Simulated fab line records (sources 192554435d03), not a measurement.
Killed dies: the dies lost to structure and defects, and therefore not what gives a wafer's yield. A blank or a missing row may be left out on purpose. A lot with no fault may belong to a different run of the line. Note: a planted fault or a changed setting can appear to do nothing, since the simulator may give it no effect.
fab line records ; flow n5-finfet ; part 1 of 2: steps 1 to 3 of 6
record: lots: 23; wafers: 69; last-day: 17
route steps=1938 shown BEOL_M0_SAQP@652 BEOL_M0_CUTY@708 BEOL_M0@721
lots with no fault: from the same line, run without faults
start-h: the number of hours between the record's first day and the start of the first shown wafer of the lot ; wait-h: hours from the lot's prior step to this one ; " the same as in the row above ; L1.1+2: one row covering several wafers at once ; - value missing, or start not given ; * or withheld: withheld ; < > ~ a bound
route shown NAME@n: names a module that has steps shown in the file, with the first one's number in the route ; usual: mean and standard deviation over wafers with no fault ; same: alike in all rows ; chamber/n: place in a boat ; sites: per-site readings ; _std_site: standard deviation across them ; _edge_site: inner sites' mean taken away from outer sites' mean ; radius-mm: for every site, how far away it sits from the centre of the wafer ; mask NAME#n: copy n ; behind: tool/chamber where the wafer was last shaped ; hold: cause of the lot's hold/its duration in hours/its outcome ; device: the transistor (n, p or np) that didn't switch ; end of line: tests run on the same wafers once the route is complete ; a step with no rows: only its recipe ; killed: not the wafer's yield, but the dies lost to structure and defects at the first sort ; map: the dies of a wafer, with x for killed, . for not killed, _ for no die there
set.NAME: setting as actually run; set.NAME@STEP: the setting as run at that earlier step ; model.NAME: the simulator's own value behind a step, which no gauge read
steps of the route over a sample of lots; a table a step, a row a wafer
services: from which hour (start-h, from the record's first day; less than 0 if before it) a tool's chamber was out of use, for how many hours, and why
== steps ==
step: N5_BEOL_M0_SAQP_DESCUM_19
recipe: chemistry: O2; time-s: 7.9; source-power-w: 50; bias-power-w: 20; pressure-mtorr: 20; rf-frequency-hz: 2.712e+07; temp-c: 40; resist: CAR-ArF; o2-flow-sccm: 225
usual: drypump-motor-current-A: 5.6/0.32; oes-product-au: 0.76/0.086; rf-fwd-power-W: 49.37/0.23; rf-vpp-V: 243.4/1.1; showerhead-plenum-p-Torr: 2.11/0.055; throttle-valve-pct: 20.55/0.25
lot.wafer;tool;chamber;start-h;wait-h;drypump-motor-current-A;oes-product-au;rf-fwd-power-W;rf-hours-counter-h;rf-vpp-V;showerhead-plenum-p-Torr;throttle-valve-pct
L075.3;rie-diel-02;3;118.33;0.2;5.8;0.72;49.14;209;242.6;2.07;20.74
L075.4;rie-diel-02;2;118.33;0.2;5.6;0.72;49.57;226;245.7;2.12;20.16
L075.6;rie-diel-02;2;118.33;0.2;5.7;0.72;49.39;-;244.9;2.12;20.18
L074.1;rie-diel-02;2;122.32;0.0;5.6;0.72;49.26;227;244.0;2.12;20.18
L074.2;rie-diel-02;1;122.32;0.0;5.9;0.72;49.33;193;243.4;2.11;20.47
L074.4;rie-diel-02;3;122.32;0.0;5.7;0.72;49.20;211;243.3;2.07;20.75
L077.4;rie-diel-02;2;131.40;0.0;5.6;0.72;49.38;230;244.8;2.12;20.19
L077.5;rie-diel-02;3;131.40;0.0;5.7;0.71;49.12;-;243.7;2.07;20.72
L077.6;rie-diel-02;2;131.40;0.0;5.6;0.72;49.41;-;244.3;2.12;20.18
L078.1;rie-diel-02;2;139.79;0.0;5.6;0.71;49.44;233;244.8;2.12;20.18
L078.2;rie-diel-02;1;139.79;0.0;5.9;0.71;49.05;199;243.0;2.11;20.49
L078.6;rie-diel-02;0;139.79;0.0;5.8;0.90;49.66;-;243.7;2.15;20.39
L079.2;rie-diel-06;3;142.32;0.1;4.9;0.71;49.26;210;242.0;1.98;20.91
L079.3;rie-diel-06;1;142.32;0.1;5.9;0.71;49.31;204;244.5;2.18;20.79
L079.6;rie-diel-06;1;142.32;0.1;6.0;0.71;49.56;-;244.8;2.18;20.79
L080.2;rie-diel-02;0;144.88;0.0;5.8;0.89;49.61;28;242.7;2.15;20.40
L080.3;rie-diel-02;2;144.88;0.0;5.6;0.71;49.48;234;243.6;2.12;20.19
L080.6;rie-diel-02;3;144.88;0.0;5.7;0.71;49.31;-;241.2;2.07;20.75
L081.2;rie-diel-02;2;154.02;0.0;5.6;0.71;49.24;238;244.4;2.11;20.18
L081.5;rie-diel-02;1;154.02;0.0;5.9;0.72;49.01;-;243.9;2.11;20.49
L081.6;rie-diel-02;2;154.02;0.0;5.6;0.71;49.32;-;244.5;2.12;20.20
L082.1;rie-diel-01;2;158.62;0.1;5.8;0.73;49.41;205;242.0;2.05;20.64
L082.3;rie-diel-01;1;158.62;0.1;5.5;0.74;49.92;153;244.7;2.16;20.36
L082.4;rie-diel-01;0;158.62;0.1;5.3;0.91;49.60;29;243.6;2.14;20.68
L083.1;rie-diel-02;0;168.40;0.0;5.9;0.89;49.48;36;242.1;2.15;20.41
L083.2;rie-diel-02;1;168.40;0.0;5.9;0.71;49.19;209;243.3;2.10;20.50
L083.4;rie-diel-02;2;168.40;0.0;5.6;0.71;49.23;243;243.2;2.11;20.19
L084.2;rie-diel-06;0;176.07;0.0;5.3;0.75;49.18;158;243.5;2.21;20.55
L084.3;rie-diel-06;2;176.07;0.0;5.0;0.87;49.31;59;243.7;2.15;20.50
L084.6;rie-diel-06;1;176.07;0.0;5.9;0.71;49.14;-;243.0;2.18;20.82
L087.3;rie-diel-02;2;193.07;0.0;5.6;0.70;49.33;249;244.1;2.11;20.21
L087.5;rie-diel-02;2;193.07;0.0;5.7;0.70;49.52;-;243.2;2.11;20.21
L087.6;rie-diel-02;3;193.07;0.0;5.8;0.70;49.20;-;243.0;2.06;20.79
L085.1;rie-diel-06;3;196.92;0.2;4.9;0.70;49.55;226;242.0;1.98;20.94
L085.3;rie-diel-06;2;196.92;0.2;5.1;0.87;49.52;65;243.5;2.15;20.52
L085.4;rie-diel-06;1;196.92;0.2;5.9;0.71;49.34;219;243.7;2.17;20.81
L086.2;rie-diel-02;1;198.61;0.0;5.9;0.71;48.98;216;242.0;2.10;20.50
L086.4;rie-diel-02;3;198.61;0.0;5.7;0.69;48.97;-;244.2;2.06;20.79
L086.6;rie-diel-02;0;198.61;0.0;5.8;0.87;49.25;-;244.1;2.14;20.42
L088.1;rie-diel-06;3;212.24;0.0;4.9;0.70;49.46;229;241.2;1.98;20.96
L088.5;rie-diel-06;0;212.24;0.0;5.3;0.74;48.86;-;245.0;2.20;20.57
L088.6;rie-diel-06;3;212.24;0.0;4.9;0.70;49.57;-;242.3;1.98;20.95
L089.3;rie-diel-01;1;216.30;0.0;5.5;0.73;49.61;169;244.7;2.15;20.39
L089.4;rie-diel-01;2;216.30;0.0;5.8;0.73;49.46;220;242.4;2.04;20.67
L089.6;rie-diel-01;0;216.30;0.0;5.3;0.88;49.68;-;241.6;2.13;20.72
L091.1;rie-diel-06;0;217.51;0.2;5.3;0.74;49.06;168;244.3;2.20;20.57
L091.2;rie-diel-06;3;217.51;0.2;4.9;0.69;49.45;231;242.8;1.98;20.94
L091.6;rie-diel-06;3;217.51;0.2;4.9;0.69;49.51;-;242.0;1.98;20.94
L090.2;rie-diel-01;3;220.36;0.0;5.2;0.67;49.23;236;243.0;2.07;20.72
L090.4;rie-diel-01;1;220.36;0.0;5.5;0.72;49.57;-;243.6;2.15;20.42
L090.5;rie-diel-01;0;220.36;0.0;5.3;0.86;49.44;-;242.9;2.13;20.71
L092.1;rie-diel-02;1;224.93;0.2;5.9;0.69;48.85;224;242.7;2.10;20.51
L092.4;rie-diel-02;0;224.93;0.2;5.8;0.85;49.61;55;243.9;2.14;20.44
L092.6;rie-diel-02;1;224.93;0.2;5.9;0.69;48.81;-;243.5;2.10;20.52
L093.1;rie-diel-01;0;226.74;0.1;5.3;0.87;49.52;50;244.8;2.13;20.71
L093.3;rie-diel-01;2;226.74;0.1;5.9;0.71;49.41;223;242.1;2.04;20.66
L093.4;rie-diel-01;1;226.74;0.1;5.5;0.72;49.84;173;243.5;2.15;20.41
L094.2;rie-diel-02;3;230.18;0.0;5.7;0.69;49.17;247;241.6;2.06;20.78
L094.3;rie-diel-02;0;230.18;0.0;5.8;0.85;49.23;57;242.9;2.14;20.45
L094.5;rie-diel-02;2;230.18;0.0;5.7;0.97;49.29;-;244.7;2.11;19.83
L095.4;rie-diel-06;0;232.59;0.2;5.4;0.74;49.00;173;245.1;2.20;20.58
L095.5;rie-diel-06;1;232.59;0.2;5.9;0.69;49.34;-;244.2;2.17;20.82
L095.6;rie-diel-06;2;232.59;0.2;5.0;0.84;49.38;-;243.9;2.15;20.55
L096.4;rie-diel-06;3;240.03;0.0;4.9;0.68;49.57;238;240.6;1.97;20.97
L096.5;rie-diel-06;1;240.03;0.0;5.9;0.70;49.41;-;243.8;2.17;20.83
L096.6;rie-diel-06;0;240.03;0.0;5.3;0.74;48.93;-;244.0;2.20;20.58
L097.1;rie-diel-02;1;248.81;0.5;5.9;0.69;49.07;233;242.3;2.10;20.53
L097.4;rie-diel-02;0;248.81;0.5;5.8;0.84;49.55;-;244.2;2.14;20.45
L097.5;rie-diel-02;2;248.81;0.5;5.6;0.95;49.52;-;243.6;2.11;19.86
step: N5_BEOL_M0_CUTY_CD_MEAS_57
recipe: target-cd-nm: 200; landing-energy-ev: 500; detector: se-inlens; polarity: line
usual: cd-nm: 199.6/0.91
same: landing-energy-ev: 500
lot.wafer;tool;chamber;start-h;wait-h;cd-nm
L075.3;cd-sem-02;0;123.92;-;198.9
L075.4;cd-sem-02;0;123.92;-;199.0
L075.6;cd-sem-02;0;123.92;-;199.6
L074.1;cd-sem-02;0;127.54;-;199.6
L074.2;cd-sem-02;0;127.54;-;199.4
L074.4;cd-sem-02;0;127.54;-;199.2
L077.4;cd-sem-01;0;138.08;-;199.7
L077.5;cd-sem-01;0;138.08;-;199.0
L077.6;cd-sem-01;0;138.08;-;201.0
L078.1;cd-sem-01;0;144.98;-;199.9
L078.2;cd-sem-01;0;144.98;-;199.8
L078.6;cd-sem-01;0;144.98;-;198.8
L079.2;cd-sem-02;0;147.67;-;199.6
L079.3;cd-sem-02;0;147.67;-;198.5
L079.6;cd-sem-02;0;147.67;-;199.3
L080.2;cd-sem-01;0;151.49;-;199.5
L080.3;cd-sem-01;0;151.49;-;199.1
L080.6;cd-sem-01;0;151.49;-;199.6
L081.2;cd-sem-03;0;159.26;-;197.5
L081.5;cd-sem-03;0;159.26;-;198.9
L081.6;cd-sem-03;0;159.26;-;197.7
L082.1;cd-sem-01;0;163.75;-;199.6
L082.3;cd-sem-01;0;163.75;-;199.8
L082.4;cd-sem-01;0;163.75;-;201.5
L083.1;cd-sem-01;0;173.84;-;199.4
L083.2;cd-sem-01;0;173.84;-;199.8
L083.4;cd-sem-01;0;173.84;-;199.1
L084.2;cd-sem-01;0;183.70;-;201.1
L084.3;cd-sem-01;0;183.70;-;198.8
L084.6;cd-sem-01;0;183.70;-;201.1
L087.3;cd-sem-02;0;200.95;-;199.4
L087.5;cd-sem-02;0;200.95;-;200.3
L087.6;cd-sem-02;0;200.95;-;199.3
L085.1;cd-sem-02;0;208.50;-;198.3
L085.3;cd-sem-02;0;208.50;-;198.6
L085.4;cd-sem-02;0;208.50;-;197.0
L086.2;cd-sem-02;0;209.27;-;199.7
L086.4;cd-sem-02;0;209.27;-;200.2
L086.6;cd-sem-02;0;209.27;-;199.4
L088.1;cd-sem-03;0;217.94;-;199.4
L088.5;cd-sem-03;0;217.94;-;201.0
L088.6;cd-sem-03;0;217.94;-;200.3
L089.3;cd-sem-01;0;221.71;-;199.6
L089.4;cd-sem-01;0;221.71;-;198.2
L089.6;cd-sem-01;0;221.71;-;200.3
L091.1;cd-sem-01;0;223.13;-;199.4
L091.2;cd-sem-01;0;223.13;-;197.8
L091.6;cd-sem-01;0;223.13;-;198.1
L090.2;cd-sem-03;0;225.68;-;199.0
L090.4;cd-sem-03;0;225.68;-;200.9
L090.5;cd-sem-03;0;225.68;-;199.7
L092.1;cd-sem-03;0;231.02;-;200.3
L092.4;cd-sem-03;0;231.02;-;200.3
L092.6;cd-sem-03;0;231.02;-;200.4
L093.1;cd-sem-02;0;233.06;-;199.5
L093.3;cd-sem-02;0;233.06;-;198.7
L093.4;cd-sem-02;0;233.06;-;200.1
L094.2;cd-sem-02;0;238.38;-;199.2
L094.3;cd-sem-02;0;238.38;-;199.5
L094.5;cd-sem-02;0;238.38;-;199.7
L095.4;cd-sem-03;0;238.89;-;199.1
L095.5;cd-sem-03;0;238.89;-;200.8
L095.6;cd-sem-03;0;238.89;-;200.7
L096.4;cd-sem-03;0;244.97;-;199.3
L096.5;cd-sem-03;0;244.97;-;201.6
L096.6;cd-sem-03;0;244.97;-;200.1
L097.1;cd-sem-01;0;257.25;-;201.9
L097.4;cd-sem-01;0;257.25;-;200.2
L097.5;cd-sem-01;0;257.25;-;201.3
step: N5_BEOL_M0_CUTY_ETCH_63
recipe: chemistry: N2/H2; target: SOC; target-depth-a: 827; overetch-a: 165; mask-material: SiARC; temp-c: 40; ion-energy-ev: 200; time-s: 124; pressure-mtorr: 30; source-w: 840; bias-w: 150; n2-flow-sccm: 200; h2-flow-sccm: 200
usual: drypump-motor-current-A: 5.6/0.41; oes-product-au: 0.66/0.068; rf-fwd-power-W: 836.3/2.6; rf-vpp-V: 523.7/1.8; showerhead-plenum-p-Torr: 2.54/0.057; throttle-valve-pct: 17.93/0.22
lot.wafer;tool;chamber;start-h;wait-h;drypump-motor-current-A;oes-product-au;rf-fwd-power-W;rf-hours-counter-h;rf-vpp-V;showerhead-plenum-p-Torr;throttle-valve-pct
L075.3;rie-diel-05;2;124.09;0.0;5.3;0.65;839.0;97;524.0;2.58;17.98
L075.4;rie-diel-05;2;124.09;0.0;5.3;0.65;839.4;-;523.9;2.58;17.99
L075.6;rie-diel-05;0;124.09;0.0;6.0;0.60;837.4;-;520.8;2.43;17.82
L074.1;rie-diel-04;0;127.71;0.0;4.8;0.71;830.4;54;526.0;2.55;17.40
L074.2;rie-diel-04;2;127.71;0.0;5.5;0.76;839.3;12;523.2;2.51;17.96
L074.4;rie-diel-04;1;127.71;0.0;5.3;0.73;838.6;25;522.1;2.52;18.11
L077.4;rie-diel-04;0;138.24;0.0;4.8;0.71;838.2;58;525.2;2.55;17.38
L077.5;rie-diel-04;1;138.24;0.0;5.3;0.72;834.7;-;522.8;2.52;18.12
L077.6;rie-diel-04;2;138.24;0.0;5.5;0.75;836.1;-;523.2;2.51;17.95
L078.1;rie-diel-04;0;145.15;0.0;4.8;0.69;836.1;60;524.8;2.55;17.40
L078.2;rie-diel-04;1;145.15;0.0;5.3;0.72;837.2;31;522.7;2.52;18.11
L078.6;rie-diel-04;0;145.15;0.0;4.8;0.70;838.2;-;526.1;2.54;17.38
L079.2;rie-diel-05;3;147.84;0.0;5.8;0.59;835.2;170;524.2;2.52;18.04
L079.3;rie-diel-05;1;147.84;0.0;5.3;0.78;839.2;6;525.1;2.63;18.12
L079.6;rie-diel-05;0;147.84;0.0;6.0;0.60;835.1;-;521.5;2.43;17.81
L080.2;rie-diel-03;2;151.66;0.0;5.4;0.58;834.8;222;525.7;2.61;17.99
L080.3;rie-diel-03;3;151.66;0.0;5.5;0.76;835.6;11;526.0;2.61;17.91
L080.6;rie-diel-03;3;151.66;0.0;5.5;0.76;833.3;-;524.9;2.61;17.91
L081.2;rie-diel-03;1;159.43;0.0;6.3;0.69;836.3;70;524.6;2.58;17.84
L081.5;rie-diel-03;3;159.43;0.0;5.5;0.75;834.3;-;525.1;2.61;17.92
L081.6;rie-diel-03;0;159.43;0.0;5.8;0.56;835.0;-;524.0;2.51;17.95
L082.1;rie-diel-03;2;163.98;0.0;5.3;0.57;839.1;227;525.8;2.61;18.00
L082.3;rie-diel-03;1;163.98;0.0;6.3;0.68;838.2;71;525.3;2.58;17.83
L082.4;rie-diel-03;0;163.98;0.0;5.8;0.55;835.3;243;523.5;2.51;17.94
L083.1;rie-diel-05;3;174.01;0.0;5.8;0.59;838.5;180;524.0;2.52;18.06
L083.2;rie-diel-05;2;174.01;0.0;5.3;0.63;841.0;115;523.9;2.58;18.04
L083.4;rie-diel-05;1;174.01;0.0;5.3;0.75;836.9;14;524.8;2.63;18.12
L084.2;rie-diel-05;3;184.13;0.0;5.8;0.59;836.7;182;523.5;2.52;18.07
L084.3;rie-diel-05;0;184.13;0.0;6.0;0.59;838.5;186;520.2;2.43;17.87
L084.6;rie-diel-05;3;184.13;0.0;5.8;0.59;837.1;-;523.6;2.52;18.04
L087.3;rie-diel-05;1;201.11;0.0;5.3;0.74;836.0;23;525.7;2.62;18.13
L087.5;rie-diel-05;3;201.11;0.0;5.8;0.58;834.7;-;523.3;2.51;18.08
L087.6;rie-diel-05;2;201.11;0.0;5.3;0.63;833.1;-;524.3;2.57;18.03
L085.1;rie-diel-05;1;208.76;0.0;5.3;0.73;835.0;26;525.8;2.62;18.14
L085.3;rie-diel-05;0;208.76;0.0;6.0;0.58;833.1;195;520.3;2.42;17.86
L085.4;rie-diel-05;3;208.76;0.0;5.8;0.58;836.1;-;524.7;2.51;18.07
L086.2;rie-diel-04;1;209.81;0.0;5.3;0.68;840.5;58;521.3;2.51;18.18
L086.4;rie-diel-04;1;209.81;0.0;5.3;0.68;840.6;-;522.2;2.51;18.17
L086.6;rie-diel-04;3;209.81;0.0;6.3;0.58;834.2;-;525.1;2.62;18.09
L088.1;rie-diel-04;3;218.19;0.0;6.2;0.57;839.2;246;526.2;2.62;18.10
L088.5;rie-diel-04;2;218.19;0.0;5.5;0.72;833.5;-;522.3;2.50;17.98
L088.6;rie-diel-04;1;218.19;0.0;5.3;0.68;835.9;-;521.9;2.51;18.17
L089.3;rie-diel-05;1;222.09;0.0;5.3;0.73;831.1;32;525.6;2.62;18.17
L089.4;rie-diel-05;1;222.09;0.0;5.3;0.73;832.9;-;525.3;2.62;18.16
L089.6;rie-diel-05;0;222.09;0.0;6.0;0.57;832.4;-;521.4;2.42;17.90
L091.1;rie-diel-04;1;223.32;0.0;5.3;0.68;838.0;62;521.1;2.50;18.16
L091.2;rie-diel-04;0;223.32;0.0;4.8;0.67;835.9;91;524.9;2.53;17.47
L091.6;rie-diel-04;2;223.32;0.0;5.5;0.72;836.5;-;523.4;2.50;17.99
L090.2;rie-diel-05;3;225.85;0.0;5.8;0.59;839.3;194;523.8;2.51;18.07
L090.4;rie-diel-05;0;225.85;0.0;6.0;0.57;832.1;202;519.7;2.42;17.87
L090.5;rie-diel-05;2;225.85;0.0;5.3;0.62;837.0;-;524.6;2.57;18.06
L092.1;rie-diel-03;1;231.20;0.0;6.3;0.66;836.7;99;524.3;2.56;17.88
L092.4;rie-diel-03;0;231.20;0.0;5.8;0.78;835.6;-;521.7;2.50;17.52
L092.6;rie-diel-03;1;231.20;0.0;6.3;0.66;835.9;-;525.7;2.56;17.87
L093.1;rie-diel-04;0;233.23;0.0;4.8;0.67;838.8;95;525.8;2.53;17.45
L093.3;rie-diel-04;1;233.23;0.0;5.3;0.68;838.8;67;523.0;2.50;18.18
L093.4;rie-diel-04;2;233.23;0.0;5.5;0.70;837.6;-;521.8;2.50;18.00
L094.2;rie-diel-03;1;238.58;0.0;6.3;0.66;840.9;103;524.0;2.56;17.88
L094.3;rie-diel-03;0;238.58;0.0;5.8;0.76;832.2;15;522.3;2.50;17.52
L094.5;rie-diel-03;1;238.58;0.0;6.3;0.66;839.7;-;524.4;2.56;17.88
L095.4;rie-diel-04;0;239.60;0.1;4.8;0.66;835.5;-;525.6;2.53;17.45
L095.5;rie-diel-04;1;239.60;0.1;5.3;0.68;833.7;-;520.9;2.50;18.18
L095.6;rie-diel-04;2;239.60;0.1;5.5;0.70;835.0;-;523.4;2.49;18.00
L096.4;rie-diel-04;1;245.80;0.1;5.3;0.66;834.3;-;521.9;2.50;18.20
L096.5;rie-diel-04;2;245.80;0.1;5.5;0.71;840.8;-;522.3;2.49;18.01
L096.6;rie-diel-04;0;245.80;0.1;4.8;0.66;832.4;-;523.7;2.53;17.46
L097.1;rie-diel-03;3;257.42;0.0;5.5;0.69;834.1;56;524.8;2.59;17.99
L097.4;rie-diel-03;2;257.42;0.0;5.4;0.79;838.9;6;524.7;2.60;17.58
L097.5;rie-diel-03;2;257.42;0.0;5.4;0.79;839.9;-;523.5;2.60;17.56
